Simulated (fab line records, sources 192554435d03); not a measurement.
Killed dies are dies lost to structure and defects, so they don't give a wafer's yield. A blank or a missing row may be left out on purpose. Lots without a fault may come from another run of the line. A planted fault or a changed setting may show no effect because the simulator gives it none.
fab line records | flow n5_finfet | part 1 of 2: steps 1 to 20 of 26
record lots=5 wafers=15 last_day=21
route steps=1938 shown BEOL_M11@1555
lots that met no fault: from a run of the same line without faults
start_h: hours from the record's first day to the start of the lot's first wafer shown | wait_h: hours since the lot's step before | " the same as in the row above | L1.1+2: a row that stands for several wafers | - no value, or no start given | * or withheld: withheld | < > ~ a bound
route shown NAME@n: a module of which the file shows steps, and the number in the route of the first | usual: mean/standard deviation of fault-free wafers | same: alike in all rows | chamber/n: place in a boat | sites: the reading at each site | _std_site: their standard deviation | _edge_site: outer sites' mean less inner sites' | radius_mm: how far each site lies from the wafer's centre | mask NAME#n: copy n | behind: the tool/chamber that last shaped the wafer | hold: why the lot was held/for how many hours/how that ended | device: the transistor (n, p or np) that didn't switch | end of line: the same wafers' tests at the end of the route | a step without rows: its recipe alone | killed: dies lost to structure and defects at the first sort, not the wafer's yield | map: a wafer's dies, x killed, . not, _ none there
set.NAME: the setting as run; set.NAME@STEP: as run at that earlier step | model.NAME: the simulator's own value behind a step, which no gauge read
lots at some steps of the route; a table a step, a row a wafer
services: from which hour (start_h, from the record's first day; less than 0 if before it) a tool's chamber was out of use, for how many hours, and why
## steps
# step N5_BEOL_M11_STRIP_68
# recipe chemistry=N2/H2 temp_c=40 n2_flow_sccm=200 h2_flow_sccm=200 rf_frequency_hz=6e+07
# columns lot.wafer tool chamber start_h wait_h
L077.2+3+5 rie_diel-03 2,1,2 286.64 0.1
L079.2+5+6 rie_diel-01 1,3,2 304.32 0.1
L090.1+2+4 rie_diel-01 2,3,0 406.13 0.1
L094.2+3+4 rie_diel-01 1,2,0 456.35 0.1
L089.4+5+6 rie_diel-01 3,3,2 456.67 0.1
# step N5_BEOL_M11_STRIP_67
# recipe chemistry=CF4 resist=SiARC power_w=300 bias_power_w=75 pressure_mtorr=50 cf4_flow_sccm=150 rf_frequency_hz=6e+07
# usual chamber_pressure_mTorr=49.99/0.05 drypump_motor_current_A=5.8/0.36 oes_product_au=0.81/0.064 rf_vpp_V=271.3/1.6 showerhead_plenum_p_Torr=1.80/0.055 throttle_valve_pct=13.54/0.21
# columns lot.wafer tool chamber start_h wait_h chamber_pressure_mTorr drypump_motor_current_A oes_product_au rf_hours_counter_h rf_vpp_V showerhead_plenum_p_Torr throttle_valve_pct
L077.2 rie_diel-03 2 286.65 0.0 50.10 5.9 0.80 80 270.8 1.82 13.53
L077.3 " 1 " " 49.90 5.2 0.68 249 273.0 1.84 13.59
L077.5 " 2 " " 49.99 5.9 0.80 - 270.8 1.82 13.54
L079.2 rie_diel-01 1 304.33 0.0 49.94 5.6 0.93 14 274.2 1.90 13.38
L079.5 " 3 " " 49.95 6.1 0.86 - 271.0 1.82 13.43
L079.6 " 2 " " 49.94 5.7 0.78 - 272.6 1.81 13.80
L090.1 rie_diel-01 2 406.14 0.0 49.96 5.7 0.77 126 271.7 1.81 13.86
L090.2 " 3 " " 50.02 6.1 0.82 86 272.5 1.81 13.48
L090.4 " 0 " " 49.99 5.4 0.83 69 268.7 1.75 13.58
L094.2 rie_diel-01 1 456.36 0.0 49.98 5.6 0.86 51 272.8 1.89 13.46
L094.3 " 2 " " 50.01 5.7 0.75 143 270.5 1.80 13.90
L094.4 " 0 " " 49.95 5.4 0.81 83 270.8 1.75 13.60
L089.4 rie_diel-01 3 456.68 0.0 50.03 6.1 0.80 102 271.1 1.81 13.51
L089.5 " 3 " " 49.97 6.1 0.80 - 271.5 1.81 13.52
L089.6 " 2 " " 49.99 5.7 0.75 - 271.0 1.80 13.92
# step N5_BEOL_M11_HM_OPEN_17
# recipe chemistry=Cl2/BCl3 target_depth_a=200 overetch_a=60 target=TiN mask_material=SOC ion_energy_ev=150 pressure_mtorr=10 icp_w=1000 bias_w=126 Cl2_flow_sccm=53.25 bcl3_flow_sccm=21.75 Ar_flow_sccm=25
# usual bcl3_flow_sccm=21.75/0.062 chamber_pressure_mTorr=9.999/0.0084 drypump_motor_current_A=5.62/0.28 oes_product_au=0.69/0.097 throttle_valve_pct=22.09/0.15
# columns lot.wafer tool chamber start_h wait_h bcl3_flow_sccm chamber_pressure_mTorr drypump_motor_current_A oes_product_au rf_hours_counter_h throttle_valve_pct
L077.2 rie_metal-03 0 286.69 0.0 21.72 9.984 5.32 0.57 90 22.10
L077.3 " 0 " " 21.65 10.000 5.33 0.57 - 22.12
L077.5 " 1 " " 21.73 10.005 5.45 0.68 - 22.20
L079.2 rie_metal-03 1 304.37 0.0 21.80 9.996 5.44 0.66 47 22.22
L079.5 " 0 " " 21.81 10.003 5.33 0.56 - 22.12
L079.6 " 1 " " 21.72 10.003 5.45 0.67 - 22.22
L090.1 rie_metal-01 1 406.18 0.0 21.75 10.006 5.87 0.80 2 22.06
L090.2 " 0 " " 21.68 9.988 5.55 0.78 6 21.82
L090.4 " 0 " " 21.85 9.999 5.56 0.78 - 21.79
L094.2 rie_metal-02 0 456.41 0.0 21.77 10.007 6.27 0.63 60 22.21
L094.3 " 1 " " 21.72 10.008 5.69 0.74 - 22.07
L094.4 " 0 " " 21.90 9.980 6.29 0.62 - 22.19
L089.4 rie_metal-03 1 456.75 0.1 21.74 9.994 5.45 0.64 - 22.24
L089.5 " 1 " " 21.70 9.996 5.45 0.65 - 22.23
L089.6 " 0 " " 21.80 9.992 5.33 0.79 - 21.93
# step N5_BEOL_M11_STRIP_19
# recipe chemistry=O2 power_w=400 temp_c=40 pressure_mtorr=30 rf_frequency_hz=6e+07 bias_power_w=0 overash_fraction=0.2 o2_flow_sccm=225
# usual chamber_pressure_mTorr=30.00/0.031 drypump_motor_current_A=5.9/0.37 o2_flow_sccm=224.9/0.72 oes_product_au=0.80/0.065 rf_vpp_V=3.7/0.63 showerhead_plenum_p_Torr=2.10/0.068 throttle_valve_pct=16.63/0.21
# same overash_fraction=0.2
# columns lot.wafer tool chamber start_h wait_h chamber_pressure_mTorr drypump_motor_current_A o2_flow_sccm oes_product_au rf_hours_counter_h rf_vpp_V showerhead_plenum_p_Torr throttle_valve_pct
L077.2 rie_diel-06 0 286.80 0.1 30.00 6.5 225.1 0.74 174 5.0 2.18 16.71
L077.3 " 3 " " 29.99 5.8 224.5 0.67 259 3.0 1.97 16.62
L077.5 " 0 " " 30.03 6.5 225.8 0.75 - 3.3 2.18 16.72
L079.2 rie_diel-03 3 304.48 0.1 30.01 6.2 225.7 0.77 130 3.9 2.01 16.49
L079.5 " 3 " " 30.01 6.1 224.8 0.78 - 3.8 2.01 16.53
L079.6 " 0 " " 30.00 6.0 224.6 0.83 - 3.1 2.05 16.87
L090.1 rie_diel-03 3 406.29 0.1 29.96 6.2 224.5 0.74 159 3.8 2.00 16.58
L090.2 " 2 " " 29.98 5.9 225.4 0.77 113 3.7 2.11 16.68
L090.4 " 0 " " 29.99 6.0 225.2 0.80 103 2.8 2.04 16.91
L094.2 rie_diel-03 2 456.52 0.1 30.02 5.8 224.4 0.76 125 3.4 2.10 16.70
L094.3 " 0 " " 29.97 6.0 225.2 0.78 115 3.8 2.04 16.93
L094.4 " 1 " " 30.02 5.2 225.3 0.89 33 3.6 2.14 16.20
L089.4 rie_diel-03 3 456.84 0.1 30.00 6.2 225.1 0.74 173 4.4 2.00 16.59
L089.5 " 2 " " 30.00 5.9 224.6 0.75 - 3.7 2.10 16.67
L089.6 " 1 " " 29.94 5.2 223.6 0.90 - 2.8 2.14 16.20
# step N5_BEOL_M11_CD_MEAS_18
# recipe pitch_nm=140 target_cd_nm=70
# usual cd_nm=69.9/0.49
# columns lot.wafer tool chamber start_h wait_h cd_nm
L077.2 cd_sem-03 - 286.87 0.1 69.5
L077.3 " - " " 69.6
L077.5 " - " " 70.4
L079.2 cd_sem-01 - 304.55 0.1 69.6
L079.5 " - " " 69.5
L079.6 " - " " 69.6
L090.1 cd_sem-01 - 406.36 0.0 70.1
L090.2 " - " " 70.3
L090.4 " - " " 70.4
L094.2 cd_sem-01 - 456.59 0.1 70.6
L094.3 " - " " 70.0
L094.4 " - " " 70.0
L089.4 cd_sem-03 - 456.91 0.1 69.2
L089.5 " - " " 69.4
L089.6 " - " " 69.1
# step N5_BEOL_M11_COAT_63
# recipe resist=SOC temp_c=250 time_s=60 spin_rpm=1500 resist_thk_nm=100
# same time_s=60
# columns lot.wafer tool chamber start_h wait_h
L077.2+3+5 litho_track-05 0 287.61 0.7
L079.2+5+6 litho_track-03 0 306.48 1.9
L090.1+2+4 litho_track-01 0 407.72 1.4
L094.2+3+4 litho_track-01 0 460.60 4.0
L089.4+5+6 litho_track-05 0 460.60 3.7
# step N5_BEOL_M11_COAT_64
# recipe resist=SiARC temp_c=220 time_s=60 spin_rpm=1500 resist_thk_nm=30
# same time_s=60
# columns lot.wafer tool chamber start_h wait_h
L077.2+3+5 litho_track-05 0 - -
L079.2+5+6 litho_track-03 0 - -
L090.1+2+4 litho_track-01 0 - -
L094.2+3+4 litho_track-01 0 - -
L089.4+5+6 litho_track-05 0 - -
# step N5_BEOL_M11_COAT_22
# recipe resist=CAR-ArF spin_rpm=1500 resist_thk_nm=90
# columns lot.wafer tool chamber start_h wait_h
L077.2+3+5 litho_track-05 0 - -
L079.2+5+6 litho_track-03 0 - -
L090.1+2+4 litho_track-01 0 - -
L094.2+3+4 litho_track-01 0 - -
L089.4+5+6 litho_track-05 0 - -
# step N5_BEOL_M11_EBR_24
# recipe solvent=PGMEA ebr_width_mm=1.5
# columns lot.wafer tool chamber start_h wait_h
L077.2+3+5 litho_track-05 0 - -
L079.2+5+6 litho_track-03 0 - -
L090.1+2+4 litho_track-01 0 - -
L094.2+3+4 litho_track-01 0 - -
L089.4+5+6 litho_track-05 0 - -
# step N5_BEOL_M11_SOFTBAKE_23
# recipe temp_c=110 time_s=60 resist=CAR-ArF
# same time_s=60
# columns lot.wafer tool chamber start_h wait_h
L077.2+3+5 litho_track-05 0 - -
L079.2+5+6 litho_track-03 0 - -
L090.1+2+4 litho_track-01 0 - -
L094.2+3+4 litho_track-01 0 - -
L089.4+5+6 litho_track-05 0 - -
# step N5_BEOL_M11_EXPOSE_25
# recipe mask_id=V10 na=1.35 source_shape=annular sigma_inner=0.5 sigma_outer=0.8 polarization=unpolarized dose_mj=85.5
# columns lot.wafer tool chamber start_h wait_h mask
L077.2+3+5 arfi_scanner-01 0 287.86 - V10#0
L079.2+5+6 arfi_scanner-03 0 306.73 - V10#0
L090.1+2+4 arfi_scanner-03 0 407.84 - V10#0
L094.2+3+4 arfi_scanner-01 0 460.85 - V10#0
L089.4+5+6 arfi_scanner-03 0 461.03 - V10#0
# step N5_BEOL_M11_PEB_26
# recipe peb_temp_c=withheld peb_time_s=60 resist=CAR-ArF
# same peb_time_s=60
# columns lot.wafer tool chamber start_h wait_h
L077.2+3+5 litho_track-03 0 287.92 0.1
L079.2+5+6 litho_track-03 0 306.79 0.1
L090.1+2+4 litho_track-01 0 407.90 0.1
L094.2+3+4 litho_track-05 0 460.91 0.1
L089.4+5+6 litho_track-05 0 461.08 0.0
# step N5_BEOL_M11_DEVELOP_27
# recipe develop_time_s=30 developer=TMAH resist=CAR-ArF rinse_liquid=diw dry=air_spin dev_temp_c=23
# columns lot.wafer tool chamber start_h wait_h
L077.2+3+5 litho_track-03 0 - -
L079.2+5+6 litho_track-03 0 - -
L090.1+2+4 litho_track-01 0 - -
L094.2+3+4 litho_track-05 0 - -
L089.4+5+6 litho_track-05 0 - -
# step N5_BEOL_M11_CD_MEAS_28
# recipe target_cd_nm=70 landing_energy_ev=500 detector=se_inlens polarity=opening
# usual cd_nm=69.8/0.8
# columns lot.wafer tool chamber start_h wait_h cd_nm
L077.2 cd_sem-01 0 287.98 - 68.6
L077.3 " 0 " " 67.9
L077.5 " 0 " " 69.7
L079.2 cd_sem-01 0 306.86 - 68.7
L079.5 " 0 " " 69.2
L079.6 " 0 " " 69.9
L090.1 cd_sem-02 0 407.97 - 71.1
L090.2 " 0 " " 70.9
L090.4 " 0 " " 71.3
L094.2 cd_sem-01 0 460.97 - 70.2
L094.3 " 0 " " 71.1
L094.4 " 0 " " 70.2
L089.4 cd_sem-02 0 461.14 - 69.8
L089.5 " 0 " " 69.6
L089.6 " 0 " " 68.7
# step N5_BEOL_M11_OVL_MEAS_29
# recipe points_per_wafer=44
# usual V10_OVL=-0.2/0.71
# same points_per_wafer=44
# columns lot.wafer tool chamber start_h wait_h V10_OVL[nm]
L077.2 overlay-02 0 288.01 0.0 -1.0
L077.3 " 0 " " -0.2
L077.5 " 0 " " -0.4
L079.2 overlay-02 0 306.89 0.0 0.1
L079.5 " 0 " " 0.8
L079.6 " 0 " " -0.9
L090.1 overlay-02 0 408.00 0.0 0.4
L090.2 " 0 " " 0.6
L090.4 " 0 " " -0.2
L094.2 overlay-02 0 461.00 0.0 -0.6
L094.3 " 0 " " -1.1
L094.4 " 0 " " 0.2
L089.4 overlay-02 0 461.17 0.0 1.1
L089.5 " 0 " " 0.5
L089.6 " 0 " " 0.0
# step N5_BEOL_M11_INSPECT_30
# recipe mode=adi inspect_instrument=brightfield
# usual raw_defect_count=393/80
# columns lot.wafer tool chamber start_h wait_h raw_defect_count
L077.2 defect_inspect-01 - 288.04 0.0 373
L077.3 " - " " 374
L077.5 " - " " 454
L079.2 defect_inspect-02 - 306.91 0.0 396
L079.5 " - " " 329
L079.6 " - " " 368
L090.1 defect_inspect-02 - 408.02 0.0 234
L090.2 " - " " 264
L090.4 " - " " 219
L094.2 defect_inspect-02 - 461.03 0.0 461
L094.3 " - " " 378
L094.4 " - " " 452
L089.4 defect_inspect-01 - 461.20 0.0 306
L089.5 " - " " 345
L089.6 " - " " 257
# step N5_BEOL_M11_DESCUM_33
# recipe chemistry=O2 time_s=7.9 source_power_w=50 bias_power_w=20 pressure_mtorr=20 rf_frequency_hz=2.712e+07 temp_c=40 resist=CAR-ArF o2_flow_sccm=225
# usual chamber_pressure_mTorr=20.000/0.019 drypump_motor_current_A=5.9/0.37 o2_flow_sccm=225.1/0.77 oes_product_au=0.80/0.061 rf_vpp_V=243.0/1.3 showerhead_plenum_p_Torr=2.09/0.067 throttle_valve_pct=20.41/0.21
# same time_s=7.9
# columns lot.wafer tool chamber start_h wait_h chamber_pressure_mTorr drypump_motor_current_A o2_flow_sccm oes_product_au rf_hours_counter_h rf_vpp_V showerhead_plenum_p_Torr throttle_valve_pct
L077.2 rie_diel-03 0 288.44 0.4 19.976 6.0 225.6 0.83 68 243.2 2.05 20.65
L077.3 " 1 " " 19.980 5.2 223.5 0.68 249 244.9 2.14 20.29
L077.5 " 2 " " 20.016 5.9 226.7 0.80 - 243.7 2.11 20.38
L079.2 rie_diel-06 0 307.05 0.1 19.972 6.5 224.4 0.74 178 244.9 2.18 20.46
L079.5 " 1 " " 19.991 6.3 224.4 0.89 - 242.8 2.04 20.47
L079.6 " 0 " " 20.011 6.5 225.0 0.74 - 243.3 2.18 20.45
L090.1 rie_diel-01 0 408.06 0.0 19.991 5.4 226.2 0.83 69 241.1 2.03 20.45
L090.2 " 2 " " 19.979 5.7 226.0 0.77 127 243.3 2.10 20.72
L090.4 " 3 " " 20.018 6.1 224.8 0.83 87 245.0 2.12 20.37
L094.2 rie_diel-03 0 461.06 0.0 20.015 6.0 223.9 0.79 115 242.7 2.03 20.73
L094.3 " 1 " " 20.012 5.2 225.0 0.90 33 244.6 2.13 19.96
L094.4 " 3 " " 19.985 6.2 224.5 0.73 173 240.6 1.99 20.32
L089.4 rie_diel-06 3 461.58 0.4 20.007 5.8 225.5 0.88 34 244.5 2.22 19.97
L089.5 " 1 " " 19.982 6.3 225.4 0.84 - 242.4 2.03 20.52
L089.6 " 2 " " 20.017 5.5 226.4 0.73 - 243.4 2.09 20.45
# step N5_BEOL_M11_ETCH_65
# recipe chemistry=CF4 target=SiARC target_depth_a=390 mask_material=CAR-ArF time_s=65 ion_energy_ev=80 pressure_mtorr=40 source_w=545 bias_w=36 Ar_flow_sccm=100 cf4_flow_sccm=100 ends=cleared
# usual chamber_pressure_mTorr=39.99/0.072 drypump_motor_current_A=5.9/0.36 etch_rf_on_time_s=65.0/0.88 oes_product_au=0.69/0.052 rf_vpp_V=184.0/1.2 showerhead_plenum_p_Torr=2.14/0.063 throttle_valve_pct=15.59/0.19
# columns lot.wafer tool chamber start_h wait_h chamber_pressure_mTorr drypump_motor_current_A etch_rf_on_time_s oes_product_au rf_hours_counter_h rf_vpp_V showerhead_plenum_p_Torr throttle_valve_pct
L077.2 rie_diel-03 0 288.48 0.0 40.04 6.0 64.6 0.72 68 184.3 2.09 15.70
L077.3 " 1 " " 39.99 5.2 65.4 0.57 249 185.7 2.19 15.57
L077.5 " 2 " " 40.00 5.9 63.8 0.70 - 183.5 2.17 15.58
L079.2 rie_diel-06 0 307.09 0.0 39.98 6.5 65.5 0.63 178 184.9 2.21 15.60
L079.5 " 1 " " 39.99 6.3 64.1 0.77 - 182.9 2.10 15.65
L079.6 " 0 " " 39.94 6.5 65.4 0.63 - 185.1 2.21 15.63
L090.1 rie_diel-01 0 408.09 0.0 39.98 5.4 64.4 0.71 69 183.5 2.09 15.62
L090.2 " 2 " " 40.00 5.7 65.7 0.65 127 183.9 2.15 15.89
L090.4 " 3 " " 39.94 6.0 63.0 0.71 87 185.1 2.16 15.52
L094.2 rie_diel-03 0 461.09 0.0 40.02 6.0 66.2 0.66 115 182.5 2.07 15.80
L094.3 " 1 " " 40.05 5.2 65.7 0.77 33 184.3 2.18 15.13
L094.4 " 3 " " 39.99 6.2 66.5 0.63 173 181.8 2.05 15.59
L089.4 rie_diel-06 3 461.61 0.0 40.00 5.8 64.6 0.75 34 185.4 2.26 15.14
L089.5 " 1 " " 39.99 6.2 64.7 0.72 - 181.5 2.09 15.71
L089.6 " 2 " " 40.03 5.5 65.5 0.63 - 185.9 2.14 15.64
# step N5_BEOL_M11_ETCH_66
# recipe chemistry=N2/H2 target=SOC target_depth_a=1200 overetch_a=240 mask_material=SiARC temp_c=40 time_s=180 ion_energy_ev=200 pressure_mtorr=30 source_w=840 bias_w=150 n2_flow_sccm=200 h2_flow_sccm=200
# usual chamber_pressure_mTorr=30.000/0.024 drypump_motor_current_A=5.9/0.36 oes_product_au=0.65/0.047 rf_vpp_V=523.9/2.3 showerhead_plenum_p_Torr=2.54/0.081 throttle_valve_pct=17.80/0.2
# same time_s=180
# columns lot.wafer tool chamber start_h wait_h chamber_pressure_mTorr drypump_motor_current_A oes_product_au rf_hours_counter_h rf_vpp_V showerhead_plenum_p_Torr throttle_valve_pct
L077.2 rie_diel-03 0 288.53 0.0 29.998 6.0 0.67 68 522.2 2.48 17.91
L077.3 " 1 " " 30.014 5.2 0.55 249 525.9 2.61 17.76
L077.5 " 2 " " 29.998 5.9 0.65 - 524.1 2.58 17.84
L079.2 rie_diel-06 0 307.14 0.0 29.990 6.5 0.61 178 526.6 2.63 17.88
L079.5 " 1 " " 30.055 6.3 0.72 - 522.4 2.49 17.84
L079.6 " 0 " " 29.989 6.5 0.61 - 526.8 2.63 17.89
L090.1 rie_diel-01 0 408.14 0.0 29.969 5.4 0.67 69 522.0 2.47 17.82
L090.2 " 2 " " 30.013 5.7 0.61 127 524.2 2.55 18.13
L090.4 " 3 " " 29.998 6.1 0.66 87 524.1 2.58 17.72
L094.2 rie_diel-03 0 461.14 0.0 29.983 6.0 0.63 116 522.4 2.46 18.01
L094.3 " 1 " " 30.015 5.2 0.73 33 525.4 2.59 17.38
L094.4 " 3 " " 30.015 6.2 0.61 173 520.9 2.43 17.68
L089.4 rie_diel-06 3 461.66 0.0 30.024 5.8 0.70 34 527.3 2.70 17.38
L089.5 " 1 " " 29.974 6.3 0.67 - 521.5 2.47 17.91
L089.6 " 2 " " 30.014 5.5 0.60 - 522.8 2.54 17.79
# step N5_BEOL_M11_STRIP_69
# recipe chemistry=N2/H2 temp_c=40 n2_flow_sccm=200 h2_flow_sccm=200 rf_frequency_hz=6e+07
# columns lot.wafer tool chamber start_h wait_h
L077.2+3+5 rie_diel-03 0,1,2 288.64 0.1
L079.2+5+6 rie_diel-06 0,1,0 307.25 0.1
L090.1+2+4 rie_diel-01 0,2,3 408.25 0.1
L094.2+3+4 rie_diel-03 0,1,3 461.26 0.1
L089.4+5+6 rie_diel-06 3,1,2 461.78 0.1
